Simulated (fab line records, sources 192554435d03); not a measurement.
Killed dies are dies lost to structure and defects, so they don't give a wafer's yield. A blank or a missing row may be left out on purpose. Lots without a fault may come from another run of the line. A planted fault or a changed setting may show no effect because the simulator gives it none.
Split-lot experiment | flow n5_finfet | 7 lots, 21 wafers read, on a route of 1938 steps

THE SPLIT
At N5_BEOL_M9_ETCH_62 (etches SOC in N2/H2, target depth 110 nm, overetch 22 nm, time 165 s), the setting source_w was moved away from the recipe's 840 W on 6 of the 21 wafers read, by -14.6% to +6.4%. The other wafers ran this setting at the recipe's value.

The reading is taken at the split's own step.

THE READING
rf_vpp_V, in V, at N5_BEOL_M9_ETCH_62 (etches SOC in N2/H2, target depth 110 nm, overetch 22 nm, time 165 s). Fault-free wafers of this fab line usually give 524 V, standard deviation 3.2 V.

wafer  | tool, chamber at the split | source_w as run, W | against the recipe | rf_vpp_V, V | against lot-mates on the recipe
L074.2 | rie_diel-03, 3             | 840                | recipe             | 517         | -
L074.4 | rie_diel-03, 0             | 840                | recipe             | 528         | -
L074.6 | rie_diel-03, 1             | 840                | recipe             | 525         | -
L077.1 | rie_diel-01, 1             | 840                | recipe             | 527         | -
L077.4 | rie_diel-01, 2             | 840                | recipe             | 528         | -
L077.6 | rie_diel-01, 1             | 780.8              | -7.0%              | 541         | +14
L078.1 | rie_diel-05, 2             | 893.5              | +6.4%              | 511         | -10
L078.2 | rie_diel-05, 0             | 840                | recipe             | 521         | -
L078.4 | rie_diel-05, 1             | 893.5              | +6.4%              | 513         | -8
L082.1 | rie_diel-05, 0             | 840                | recipe             | 523         | -
L082.2 | rie_diel-05, 2             | 717.1              | -14.6%             | 547         | +25
L082.3 | rie_diel-05, 1             | 840                | recipe             | 521         | -
L083.2 | rie_diel-03, 0             | 840                | recipe             | 526         | -
L083.5 | rie_diel-03, 0             | 840                | recipe             | 525         | -
L083.6 | rie_diel-03, 1             | 840                | recipe             | 527         | -
L087.1 | rie_diel-03, 2             | 840                | recipe             | 527         | -
L087.2 | rie_diel-03, 3             | 743.2              | -11.5%             | 538         | +11
L087.4 | rie_diel-03, 0             | 743.2              | -11.5%             | 547         | +20
L093.1 | rie_diel-03, 1             | 840                | recipe             | 527         | -
L093.3 | rie_diel-03, 3             | 840                | recipe             | 519         | -
L093.5 | rie_diel-03, 3             | 840                | recipe             | 519         | -

THE FIT
A straight line over all 21 wafers: rf_vpp_V changes by -1.7 V for each +1% of source_w; r = -0.93; the points scatter about the line by 3.8 V.
The same after taking each lot's own level away (the mean of its wafers on the recipe; 21 wafers): -1.52 V for each +1%; r = -0.94; scatter 3.1 V.
On that fit, the largest move of source_w shifts the reading by 22 V.
The lots' own levels span 521.0 to 527.5 V, that is 2.0 times the standard deviation above.
So the lot-to-lot level changes the slope: the two fits differ.
Check: with one of the wafers moved furthest among these (-14.6%) left out of the fit, the line predicts +21 V for it against its lot-mates. It came out at +25 V against them.
Tool readings at the split's step, against how far the setting was moved: rf_vpp_V r = -0.93.

OTHER SPLITS ON THESE WAFERS
These wafers also went through other splits before the reading. Each is held against what the fit with the lots' levels taken away leaves over:
other split on the same wafers     | wafers away from the commonest value | r with rf_vpp_V (lot level and that fit taken away)
N5_BEOL_M8_TRENCH_ETCH_37 source_w | 8                                    | +0.14

THE FILE'S OWN FIT
rf_vpp_V changes by -1.58 V for each +1% of source_w, r = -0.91.
